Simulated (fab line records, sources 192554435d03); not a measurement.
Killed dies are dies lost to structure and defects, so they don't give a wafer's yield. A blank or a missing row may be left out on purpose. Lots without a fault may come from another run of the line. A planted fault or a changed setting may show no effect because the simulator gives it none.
Chamber matching | flow n5_finfet | N5_MOL_CONTACT_COAG_ALD_27 on ald_sin-04: 4 sister chambers
The step deposits SiOC, target thk 17 nm, pulse time 1.5 s, time 2720 s. 4 wafers are shown with their chamber, then 9 later ones without.

WAFERS WITH THEIR CHAMBER
wafer  | chamber | heater_power_w (W)
L084.6 | 2       | 891
L091.1 | 1       | 801
L091.5 | 0       | 751
L091.6 | 3       | 964

WAFERS WITHOUT THEIR CHAMBER
wafer  | heater_power_w (W)
L094.2 | 723
L094.3 | 890
L094.5 | 713
L095.1 | 708
L095.4 | 773
L095.6 | 796
L097.2 | 887
L097.5 | 979
L097.6 | 726

WHICH CHAMBER EACH WENT THROUGH
wafer  | from the rows above     | in truth
L094.2 | 0                       | 0
L094.3 | 2                       | 2
L094.5 | 0                       | 0
L095.1 | 0                       | 0
L095.4 | can't be placed: 0 or 1 | 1
L095.6 | can't be placed: 1 or 0 | 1
L097.2 | 2                       | 2
L097.5 | 3                       | 3
L097.6 | 0                       | 0
Placed correctly: 7 of 9. Can't be placed from these rows: 2 (the true chamber is among the candidates in 2). Placed wrongly: 0.
How it was worked out, from the rows above alone: a wafer's distance from a chamber is the root of the sum, over the readings, of the square of ((its reading less the chamber's mean) divided by the reading's scatter). The wafer belongs to the nearest chamber; if the next one is less than 2 further off, it can't be placed. A chamber's mean is the mean of its shown wafers. The scatter: with one shown wafer a chamber, the root of the mean of the squares of how far each hidden wafer lies from its nearest shown one.
